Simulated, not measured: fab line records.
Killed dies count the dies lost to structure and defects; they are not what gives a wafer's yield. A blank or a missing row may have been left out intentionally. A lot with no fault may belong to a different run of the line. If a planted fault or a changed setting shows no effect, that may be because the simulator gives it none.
Which tool did it? | flow n5_finfet | 72 wafers from 24 lots sampled at 6 of the route's 1938 steps

## WHAT EACH GAUGE READ, for each wafer
N5_BEOL_M9_THK_MEAS_53: measures by xrf.
lot  | measured     | on            | M9_THK (nm)
L074 | day 10 00:10 | film_metro-02 | 140.5 139.4 140.8
L075 | day 10 02:07 | film_metro-02 | 139.3 138.7 136.6
L077 | day 10 02:38 | film_metro-02 | 135.8 132.0 134.3
L076 | day 10 05:35 | film_metro-01 | 136.5 137.6 136.0
L079 | day 11 02:49 | film_metro-01 | 136.5 139.6 136.5
L080 | day 11 03:05 | film_metro-02 | 138.5 138.7 139.0
L078 | day 11 06:29 | film_metro-01 | 135.6 137.7 135.7
L081 | day 11 12:13 | film_metro-01 | 137.1 136.0 139.6
L082 | day 11 15:32 | film_metro-01 | 139.9 138.8 138.8
L083 | day 11 15:49 | film_metro-02 | 141.8 141.0 141.3
L084 | day 12 01:47 | film_metro-02 | 138.6 137.2 137.3
L085 | day 12 12:31 | film_metro-01 | 140.4 137.7 141.0
L086 | day 12 19:13 | film_metro-02 | 136.5 134.8 136.6
L087 | day 13 01:47 | film_metro-02 | 137.5 141.0 139.2
L088 | day 13 11:12 | film_metro-01 | 133.7 142.2 134.5
L090 | day 13 11:21 | film_metro-01 | 137.1 141.0 140.4
L089 | day 13 20:25 | film_metro-02 | 138.6 142.2 140.2
L091 | day 13 20:08 | film_metro-02 | 139.4 137.9 132.0
L092 | day 14 08:20 | film_metro-02 | 139.2 138.9 138.0
L093 | day 14 18:47 | film_metro-02 | 137.6 134.8 136.3
L094 | day 14 21:40 | film_metro-02 | 138.1 139.4 134.7
L095 | day 14 21:34 | film_metro-01 | 135.7 132.5 132.0
L096 | day 15 11:05 | film_metro-02 | 132.3 133.7 133.5
L097 | day 15 15:28 | film_metro-02 | 137.5 134.5 134.9

N5_BEOL_M10_THK_MEAS_01.
lot  | measured     | on            | M10_ILD_THK (nm)
L074 | day 10 00:58 | film_metro-02 | 269.3 274.1 274.6
L075 | day 10 02:54 | film_metro-01 | 269.8 272.2 271.3
L077 | day 10 03:25 | film_metro-02 | 267.0 266.0 269.2
L076 | day 10 06:24 | film_metro-01 | 267.3 273.3 271.8
L079 | day 11 03:37 | film_metro-01 | 268.6 271.5 270.7
L080 | day 11 03:52 | film_metro-02 | 266.0 263.9 270.3
L078 | day 11 07:17 | film_metro-01 | 262.1 267.9 267.5
L081 | day 11 13:01 | film_metro-01 | 266.5 268.2 267.0
L082 | day 11 16:19 | film_metro-02 | 266.8 272.0 269.4
L083 | day 11 16:36 | film_metro-02 | 269.8 269.7 271.5
L084 | day 12 02:34 | film_metro-02 | 265.5 269.2 268.4
L085 | day 12 13:20 | film_metro-02 | 261.1 264.7 267.7
L086 | day 12 19:59 | film_metro-02 | 265.6 264.3 271.4
L087 | day 13 02:34 | film_metro-01 | 269.8 271.7 271.9
L088 | day 13 11:59 | film_metro-01 | 266.1 266.6 272.8
L090 | day 13 12:08 | film_metro-02 | 266.7 268.1 270.3
L089 | day 13 21:23 | film_metro-02 | 265.7 267.8 272.2
L091 | day 13 20:56 | film_metro-01 | 268.5 267.1 266.3
L092 | day 14 09:07 | film_metro-02 | 265.5 266.7 265.3
L093 | day 14 19:34 | film_metro-01 | 266.0 270.7 272.5
L094 | day 14 22:38 | film_metro-02 | 267.3 264.0 268.8
L095 | day 14 22:50 | film_metro-01 | 263.2 264.8 269.4
L096 | day 15 11:52 | film_metro-02 | 267.5 262.4 273.2
L097 | day 15 16:15 | film_metro-02 | 264.5 269.0 268.9

## WHICH TOOL RAN EACH LOT (tool, then ch and the chambers of the sampled wafers, then the start)
lot  | N5_BEOL_M9_STRIP_67                | N5_BEOL_M9_HM_OPEN_17             | N5_BEOL_M9_ALD_74                   | N5_BEOL_M9_SURFACE_TREAT_79
L074 | rie_diel-03 ch 1,2,3, day 9 19:32  | rie_metal-02 ch 0,1, day 9 19:34  | ald_metal-03 ch 2,3, day 9 22:03    | pvd_sputter-01, day 9 22:21
L075 | rie_diel-05 ch 0,1,3, day 9 20:10  | rie_metal-03 ch 0,1, day 9 20:14  | ald_metal-03 ch 0,1, day 10 00:47   | pvd_sputter-02, day 10 01:05
L077 | rie_diel-01 ch 1,3, day 9 20:22    | rie_metal-03 ch 0,1, day 9 20:24  | ald_metal-01 ch 0,1, day 10 01:15   | pvd_sputter-02, day 10 01:33
L076 | rie_diel-05 ch 0,2,3, day 10 01:39 | rie_metal-01 ch 0,1, day 10 01:41 | ald_metal-01 ch 0,1,3, day 10 03:44 | pvd_sputter-03, day 10 04:31
L079 | rie_diel-03 ch 0,2,3, day 10 21:49 | rie_metal-02 ch 1, day 10 21:52   | ald_metal-01 ch 0,2,3, day 10 23:46 | pvd_sputter-02, day 11 00:04
L080 | rie_diel-01 ch 0,2,3, day 10 21:50 | rie_metal-03 ch 0, day 10 21:53   | ald_metal-03 ch 0,1, day 10 23:53   | pvd_sputter-01, day 11 00:25
L078 | rie_diel-05 ch 0,2,3, day 11 00:40 | rie_metal-01 ch 1, day 11 00:43   | ald_metal-04 ch 0,3, day 11 03:04   | pvd_sputter-02, day 11 03:26
L081 | rie_diel-03 ch 0,1,2, day 11 07:16 | rie_metal-02 ch 0,1, day 11 07:18 | ald_metal-03 ch 0,2,3, day 11 10:52 | pvd_sputter-02, day 11 11:10
L082 | rie_diel-05 ch 0,3, day 11 12:01   | rie_metal-02 ch 0,1, day 11 12:04 | ald_metal-01 ch 0,1, day 11 14:07   | pvd_sputter-02, day 11 14:29
L083 | rie_diel-03 ch 0,3, day 11 12:13   | rie_metal-03 ch 0,1, day 11 12:16 | ald_metal-03 ch 1,2,3, day 11 14:22 | pvd_sputter-01, day 11 14:43
L084 | rie_diel-01 ch 0,2,3, day 11 21:23 | rie_metal-03 ch 0,1, day 11 21:28 | ald_metal-03 ch 0,1,3, day 11 23:57 | pvd_sputter-02, day 12 00:20
L085 | rie_diel-03 ch 1,3, day 12 09:02   | rie_metal-03 ch 0,1, day 12 09:05 | ald_metal-03 ch 0,2,3, day 12 10:47 | pvd_sputter-01, day 12 11:05
L086 | rie_diel-03 ch 2,3, day 12 14:40   | rie_metal-01 ch 0,1, day 12 14:43 | ald_metal-03 ch 0,2,3, day 12 17:35 | pvd_sputter-02, day 12 18:02
L087 | rie_diel-03 ch 0,1,3, day 12 22:17 | rie_metal-02 ch 0,1, day 12 22:19 | ald_metal-01 ch 2,3, day 13 00:23   | pvd_sputter-01, day 13 00:46
L088 | rie_diel-01 ch 1,2,3, day 13 05:28 | rie_metal-03 ch 0,1, day 13 05:30 | ald_metal-03 ch 1,3, day 13 09:16   | pvd_sputter-03, day 13 09:39
L090 | rie_diel-03 ch 0,3, day 13 05:30   | rie_metal-01 ch 0,1, day 13 05:32 | ald_metal-04 ch 0,2, day 13 09:16   | pvd_sputter-03, day 13 09:37
L089 | rie_diel-01 ch 0,3, day 13 14:34   | rie_metal-01 ch 0,1, day 13 14:36 | ald_metal-01 ch 1,3, day 13 18:29   | pvd_sputter-03, day 13 19:17
L091 | rie_diel-05 ch 0,1, day 13 14:38   | rie_metal-03 ch 0,1, day 13 14:43 | ald_metal-01 ch 0,1,2, day 13 18:01 | pvd_sputter-03, day 13 19:07
L092 | rie_diel-01 ch 0,1,2, day 14 01:20 | rie_metal-03 ch 0, day 14 01:22   | ald_metal-04 ch 0,1, day 14 06:47   | pvd_sputter-02, day 14 07:06
L093 | rie_diel-03 ch 0,1,3, day 14 13:07 | rie_metal-03 ch 1, day 14 13:09   | ald_metal-04 ch 1,2,3, day 14 17:08 | pvd_sputter-01, day 14 17:28
L094 | rie_diel-03 ch 0,1,2, day 14 17:06 | rie_metal-03 ch 0,1, day 14 17:09 | ald_metal-04 ch 0,1,3, day 14 20:22 | pvd_sputter-01, day 14 20:39
L095 | rie_diel-03 ch 0,1,3, day 14 17:37 | rie_metal-02 ch 0,1, day 14 17:39 | ald_metal-01 ch 1,2,3, day 14 20:17 | pvd_sputter-01, day 14 20:34
L096 | rie_diel-05 ch 0,2, day 15 05:19   | rie_metal-02 ch 0,1, day 15 05:22 | ald_metal-03 ch 0,1, day 15 09:13   | pvd_sputter-03, day 15 09:31
L097 | rie_diel-03 ch 1,3, day 15 10:00   | rie_metal-03 ch 0,1, day 15 10:02 | ald_metal-01 ch 1,2,3, day 15 14:04 | pvd_sputter-02, day 15 14:26
- N5_BEOL_M9_STRIP_67: strips in CF4.
- N5_BEOL_M9_HM_OPEN_17: chemistry Cl2/BCl3, target TiN, target depth 20 nm, overetch 6 nm.
- N5_BEOL_M9_ALD_74: deposits TaN, target thk 2 nm, pulse time 2 s, purge time 3 s.
- N5_BEOL_M9_SURFACE_TREAT_79

## WHAT THE TOOLS THEMSELVES READ (means of the sampled wafers that have a number; where no wafer has one, the mark that the record gives instead)
N5_BEOL_M9_STRIP_67.
lot  | tool        | drypump_motor_current_A (A) | oes_product_au (a.u.) | rf_vpp_V (V) | showerhead_plenum_p_Torr (Torr) | throttle_valve_pct (%)
L074 | rie_diel-03 | 5.3                         | 0.75                  | 271.6        | 1.79                            | 13.51
L075 | rie_diel-05 | 5.8                         | 0.86                  | 269.8        | 1.75                            | 13.45
L077 | rie_diel-01 | 5.2                         | 0.92                  | 272.2        | 1.86                            | 13.21
L076 | rie_diel-05 | 5.9                         | 0.77                  | 268.7        | 1.73                            | 13.58
L079 | rie_diel-03 | 5.3                         | 0.73                  | 270.6        | 1.79                            | 13.59
L080 | rie_diel-01 | 5.7                         | 0.88                  | 271.5        | 1.84                            | 13.47
L078 | rie_diel-05 | 5.9                         | 0.77                  | 269.5        | 1.73                            | 13.60
L081 | rie_diel-03 | 5.4                         | 0.72                  | 272.2        | 1.84                            | 13.58
L082 | rie_diel-05 | 6.1                         | 0.78                  | 270.5        | 1.73                            | 13.58
L083 | rie_diel-03 | 5.2                         | 0.73                  | 269.1        | 1.73                            | 13.56
L084 | rie_diel-01 | 5.8                         | 0.86                  | 272.3        | 1.84                            | 13.49
L085 | rie_diel-03 | 5.3                         | 0.74                  | 270.0        | 1.73                            | 13.53
L086 | rie_diel-03 | 5.1                         | 0.74                  | 270.9        | 1.79                            | 13.57
L087 | rie_diel-03 | 5.3                         | 0.81                  | 271.6        | 1.78                            | 13.41
L088 | rie_diel-01 | 5.7                         | 0.82                  | 273.0        | 1.85                            | 13.51
L090 | rie_diel-03 | 5.3                         | 0.88                  | 270.8        | 1.78                            | 13.27
L089 | rie_diel-01 | 5.6                         | 0.90                  | 271.5        | 1.83                            | 13.30
L091 | rie_diel-05 | 5.6                         | 0.87                  | 270.7        | 1.75                            | 13.43
L092 | rie_diel-01 | 6.1                         | 0.82                  | 272.3        | 1.85                            | 13.59
L093 | rie_diel-03 | 5.3                         | 0.79                  | 270.8        | 1.78                            | 13.44
L094 | rie_diel-03 | 5.3                         | 0.78                  | 271.4        | 1.84                            | 13.46
L095 | rie_diel-03 | 5.3                         | 0.78                  | 271.6        | 1.78                            | 13.44
L096 | rie_diel-05 | 5.2                         | 0.77                  | 269.8        | 1.73                            | 13.57
L097 | rie_diel-03 | 5.4                         | 0.71                  | 271.0        | 1.77                            | 13.59

N5_BEOL_M9_HM_OPEN_17.
lot  | tool         | drypump_motor_current_A (A) | oes_product_au (a.u.) | rf_fwd_power_W (W) | throttle_valve_pct (%)
L074 | rie_metal-02 | 6.1                         | 0.69                  | 997                | 22.21
L075 | rie_metal-03 | 5.7                         | 0.65                  | 990                | 22.16
L077 | rie_metal-03 | 5.4                         | 0.70                  | 991                | 22.19
L076 | rie_metal-01 | 5.7                         | 0.74                  | 998                | 22.05
L079 | rie_metal-02 | 6.0                         | 0.67                  | 997                | 22.07
L080 | rie_metal-03 | 5.1                         | 0.75                  | 989                | 22.23
L078 | rie_metal-01 | 5.3                         | 0.80                  | 996                | 22.05
L081 | rie_metal-02 | 6.1                         | 0.68                  | 997                | 22.15
L082 | rie_metal-02 | 6.1                         | 0.68                  | 992                | 22.22
L083 | rie_metal-03 | 5.4                         | 0.70                  | 991                | 22.20
L084 | rie_metal-03 | 5.4                         | 0.71                  | 992                | 22.18
L085 | rie_metal-03 | 5.4                         | 0.69                  | 994                | 22.19
L086 | rie_metal-01 | 5.9                         | 0.67                  | 994                | 22.02
L087 | rie_metal-02 | 6.1                         | 0.67                  | 995                | 22.24
L088 | rie_metal-03 | 5.4                         | 0.68                  | 994                | 22.22
L090 | rie_metal-01 | 5.6                         | 0.73                  | 995                | 22.04
L089 | rie_metal-01 | 5.6                         | 0.73                  | 993                | 22.04
L091 | rie_metal-03 | 5.4                         | 0.67                  | 992                | 22.22
L092 | rie_metal-03 | 5.1                         | 0.71                  | 991                | 22.26
L093 | rie_metal-03 | 5.9                         | 0.59                  | 992                | 22.13
L094 | rie_metal-03 | 5.4                         | 0.68                  | 992                | 22.20
L095 | rie_metal-02 | 6.1                         | 0.66                  | 996                | 22.16
L096 | rie_metal-02 | 6.1                         | 0.66                  | 997                | 22.25
L097 | rie_metal-03 | 5.7                         | 0.63                  | 991                | 22.16

N5_BEOL_M9_ALD_74.
lot  | tool         | heater_power_w (W)
L074 | ald_metal-03 | 354
L075 | ald_metal-03 | 425
L077 | ald_metal-01 | 415
L076 | ald_metal-01 | 405
L079 | ald_metal-01 | 438
L080 | ald_metal-03 | 415
L078 | ald_metal-04 | 428
L081 | ald_metal-03 | 367
L082 | ald_metal-01 | 397
L083 | ald_metal-03 | 393
L084 | ald_metal-03 | 377
L085 | ald_metal-03 | 369
L086 | ald_metal-03 | 375
L087 | ald_metal-01 | 447
L088 | ald_metal-03 | 360
L090 | ald_metal-04 | 463
L089 | ald_metal-01 | 382
L091 | ald_metal-01 | 426
L092 | ald_metal-04 | 467
L093 | ald_metal-04 | 491
L094 | ald_metal-04 | 462
L095 | ald_metal-01 | 422
L096 | ald_metal-03 | 395
L097 | ald_metal-01 | 423

N5_BEOL_M9_SURFACE_TREAT_79.
lot  | tool           | ar_flow_sccm (sccm)
L074 | pvd_sputter-01 | 29.98
L075 | pvd_sputter-02 | 30.02
L077 | pvd_sputter-02 | 29.99
L076 | pvd_sputter-03 | 29.97
L079 | pvd_sputter-02 | 30.03
L080 | pvd_sputter-01 | 29.96
L078 | pvd_sputter-02 | 29.97
L081 | pvd_sputter-02 | 29.95
L082 | pvd_sputter-02 | 29.97
L083 | pvd_sputter-01 | 29.97
L084 | pvd_sputter-02 | 29.93
L085 | pvd_sputter-01 | 30.00
L086 | pvd_sputter-02 | 30.05
L087 | pvd_sputter-01 | 30.02
L088 | pvd_sputter-03 | 30.02
L090 | pvd_sputter-03 | 30.00
L089 | pvd_sputter-03 | 29.99
L091 | pvd_sputter-03 | 29.97
L092 | pvd_sputter-02 | 30.11
L093 | pvd_sputter-01 | 29.98
L094 | pvd_sputter-01 | 30.05
L095 | pvd_sputter-01 | 30.01
L096 | pvd_sputter-03 | 29.96
L097 | pvd_sputter-02 | 30.07

## THE ANSWER, worked out from the rows above alone
Rule: what is usual is taken from the lots themselves. Put in order of their means at a reading, lots are off if they are a third of the lots or fewer, leave a main group of 4 or more, and stand apart from it by a gap of 3 or more times the standard deviation of the main group's means; of several such gaps the widest counts. A main group whose means are all the same, to the digits that the tables above print for the reading, isn't used. A lot without any number at a reading at which 4 lots or more have one is off too. All remaining lots with rows at the step are treated as sound. Order of review: gauges by route order, followed by the tools' own readings, for which a lot's mean as printed above is used. At the first step where some lot is off, the reading lying furthest off is the one used; lots without a number count as furthest.
Nothing can be told from this: no lot is off at any reading shown.

## WHAT THE SIMULATOR HAD PUT IN
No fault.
